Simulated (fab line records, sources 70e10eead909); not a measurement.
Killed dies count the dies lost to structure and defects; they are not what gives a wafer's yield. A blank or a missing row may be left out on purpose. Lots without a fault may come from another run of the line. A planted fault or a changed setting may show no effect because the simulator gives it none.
Chamber matching ; flow nandHarc ; NHARC_A_CHANNEL_FILL_D2_ETCHBACK_20 on rieDiel-13: 4 sister chambers
The step etches the open film in C4F8/O2/Ar, target depth 27 nm, time 13.5 s. 8 wafers are shown with their chamber, then 7 later ones without.

WAFERS, EACH WITH ITS CHAMBER
wafer;chamber;rfVppV (V);oesProductAu (a.u.)
L459.4;0;980;1.032
L461.6;3;983;1.016
L460.1;3;982;1.018
L468.2;0;980;0.929
L470.2;2;968;0.999
L470.6;1;980;1.016
L477.1;2;969;0.985
L477.2;1;980;1.007

WAFERS WITHOUT THEIR CHAMBER
wafer;rfVppV (V);oesProductAu (a.u.)
L477.3;979;1.005
L480.2;981;1.026
L480.4;979;0.987
L480.6;981;1.007
L482.1;971;1.000
L482.2;979;1.013
L482.6;969;1.009

CHAMBER TAKEN BY EACH
wafer;from the rows above;in truth
L477.3;can't be placed: 1 or 0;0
L480.2;can't be placed: 1 or 0 or 3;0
L480.4;can't be placed: 0 or 1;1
L480.6;can't be placed: 1 or 0 or 3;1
L482.1;2;2
L482.2;can't be placed: 1 or 0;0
L482.6;2;2
Correct placement for 2 of the 7. Can't be placed from these rows: 5 (the true chamber is among the candidates in 5). Placed wrongly: 0.
How it was worked out, from the rows above alone: a wafer's distance from a chamber is the root of the sum, over the readings, of the square of ((its reading less the chamber's mean) divided by the reading's scatter). The wafer belongs to the nearest chamber; if the next one is less than 2 further off, it can't be placed. Each chamber's mean is taken over the wafers shown for it. The scatter is the square root of a quotient: the sum, over the shown wafers, of each reading's squared deviation from its chamber's mean, divided by wafers minus chambers.
